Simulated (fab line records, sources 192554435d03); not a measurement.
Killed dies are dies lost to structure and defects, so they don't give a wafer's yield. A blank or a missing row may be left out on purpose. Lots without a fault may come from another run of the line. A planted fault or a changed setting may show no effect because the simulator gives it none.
Split-lot experiment | flow n5_finfet | 7 lots, 21 wafers read, on a route of 1938 steps

THE SPLIT
At N5_BEOL_M7_VIA_ETCH_34 (etches SiCOH lowk in C4F6/O2, target depth 125.5 nm, time 50.5 s), the setting source_w was moved away from the recipe's 345 W on 6 of the 21 wafers read, by -14.8% to +5.4%. The other wafers ran this setting at the recipe's value.

The reading is taken at the split's own step.

THE READING
rf_vpp_V, in V, at N5_BEOL_M7_VIA_ETCH_34 (etches SiCOH lowk in C4F6/O2, target depth 125.5 nm, time 50.5 s). Fault-free wafers of this fab line usually give 669 V, standard deviation 6.6 V.

wafer  | tool, chamber at the split | source_w as run, W | against the recipe | rf_vpp_V, V | against lot-mates on the recipe
L078.4 | rie_diel-04, 0             | 345                | recipe             | 670         | -
L078.5 | rie_diel-04, 3             | 345                | recipe             | 671         | -
L078.6 | rie_diel-04, 2             | 345                | recipe             | 672         | -
L082.1 | rie_diel-06, 0             | 363.5              | +5.4%              | 647         | -29
L082.3 | rie_diel-06, 2             | 345                | recipe             | 676         | -
L082.4 | rie_diel-06, 3             | 363.5              | +5.4%              | 648         | -28
L083.1 | rie_diel-04, 3             | 345                | recipe             | 671         | -
L083.4 | rie_diel-04, 1             | 345                | recipe             | 668         | -
L083.5 | rie_diel-04, 1             | 345                | recipe             | 668         | -
L086.2 | rie_diel-04, 3             | 345                | recipe             | 672         | -
L086.5 | rie_diel-04, 2             | 345                | recipe             | 672         | -
L086.6 | rie_diel-04, 1             | 345                | recipe             | 668         | -
L091.4 | rie_diel-04, 2             | 345                | recipe             | 670         | -
L091.5 | rie_diel-04, 0             | 293.9              | -14.8%             | 727         | +57
L091.6 | rie_diel-04, 3             | 293.9              | -14.8%             | 730         | +60
L095.2 | rie_diel-04, 3             | 345                | recipe             | 671         | -
L095.3 | rie_diel-04, 0             | 315.3              | -8.6%              | 700         | +29
L095.6 | rie_diel-04, 2             | 315.3              | -8.6%              | 703         | +32
L097.1 | rie_diel-06, 2             | 345                | recipe             | 676         | -
L097.2 | rie_diel-06, 0             | 345                | recipe             | 663         | -
L097.6 | rie_diel-06, 3             | 345                | recipe             | 677         | -

THE FIT
A straight line over all 21 wafers: rf_vpp_V changes by -3.88 V for each +1% of source_w; r = -0.99; the points scatter about the line by 3.4 V.
The same after taking each lot's own level away (the mean of its wafers on the recipe; 21 wafers): -4.04 V for each +1%; r = -0.99; scatter 3.7 V.
On that fit, the largest move of source_w shifts the reading by 60 V.
The lots' own levels span 669.0 to 676.0 V, that is 1.1 times the standard deviation above.
So the lot-to-lot level changes the slope little: the two slopes agree.
Check: with one of the wafers moved furthest among these (-14.8%) left out of the fit, the line predicts +59.6 V for it against its lot-mates. It came out at +57 V against them.
Tool readings at the split's step, against how far the setting was moved: rf_vpp_V r = -0.99.

OTHER SPLITS ON THESE WAFERS
These wafers also went through other splits before the reading. Each is held against what the fit with the lots' levels taken away leaves over:
other split on the same wafers | wafers away from the commonest value | r with rf_vpp_V (lot level and that fit taken away)
N5_BEOL_M3_ILD_DEP_00 time_s   | 7                                    | -0.33
N5_BEOL_M3_ETCH_70 bias_w      | 4                                    | -0.26
N5_BEOL_M6_EXPOSE_08 dose_mj   | 4                                    | +0.40
N5_BEOL_M7_DESCUM_33 time_s    | 2                                    | -0.06

THE FILE'S OWN FIT
rf_vpp_V changes by -3.96 V for each +1% of source_w, r = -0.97.
